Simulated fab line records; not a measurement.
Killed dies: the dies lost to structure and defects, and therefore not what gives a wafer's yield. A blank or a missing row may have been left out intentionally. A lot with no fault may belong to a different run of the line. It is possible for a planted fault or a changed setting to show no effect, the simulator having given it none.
Matching of chambers / flow nand-harc / rie-diel-07 running NHARC_A_STAIRCASE_TRIM_220: 4 sister chambers
The step chemistry O2, time 211.2 s. 4 wafers are shown with their chamber, then 9 later ones without.

## EACH WAFER AND ITS CHAMBER
wafer=L090.3; chamber=0; drypump-motor-current-A (A)=6.1
wafer=L091.2; chamber=2; drypump-motor-current-A (A)=6.5
wafer=L091.4; chamber=1; drypump-motor-current-A (A)=6.1
wafer=L091.5; chamber=3; drypump-motor-current-A (A)=5.1

## WAFERS WHOSE CHAMBER IS MISSING
wafer=L092.1; drypump-motor-current-A (A)=6.1
wafer=L092.3; drypump-motor-current-A (A)=5.1
wafer=L092.6; drypump-motor-current-A (A)=5.1
wafer=L094.1; drypump-motor-current-A (A)=6.1
wafer=L094.2; drypump-motor-current-A (A)=6.5
wafer=L094.4; drypump-motor-current-A (A)=6.1
wafer=L093.1; drypump-motor-current-A (A)=6.1
wafer=L093.4; drypump-motor-current-A (A)=6.0
wafer=L093.6; drypump-motor-current-A (A)=6.5

## EACH ONE'S CHAMBER
wafer=L092.1; from the rows above=can't be placed: 0 or 1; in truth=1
wafer=L092.3; from the rows above=3; in truth=3
wafer=L092.6; from the rows above=3; in truth=3
wafer=L094.1; from the rows above=can't be placed: 0 or 1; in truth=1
wafer=L094.2; from the rows above=2; in truth=2
wafer=L094.4; from the rows above=can't be placed: 0 or 1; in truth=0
wafer=L093.1; from the rows above=can't be placed: 0 or 1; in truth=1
wafer=L093.4; from the rows above=can't be placed: 0 or 1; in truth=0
wafer=L093.6; from the rows above=2; in truth=2
Correct placement for 4 of the 9. Cannot be placed on the basis of these rows: 5; the candidates contain the true chamber in 5. Number placed wrongly: 0.
How it was worked out, from the rows above alone: a wafer's distance from a chamber is the root of the sum, over the readings, of the square of ((its reading less the chamber's mean) divided by the reading's scatter). The wafer belongs to the nearest chamber; if the next one is less than 2 further off, it can't be placed. For every chamber, the mean is computed from those of its wafers that are shown. The scatter (one wafer shown for each chamber): square how far every hidden wafer sits from the nearest shown wafer, average those squares and take the square root.
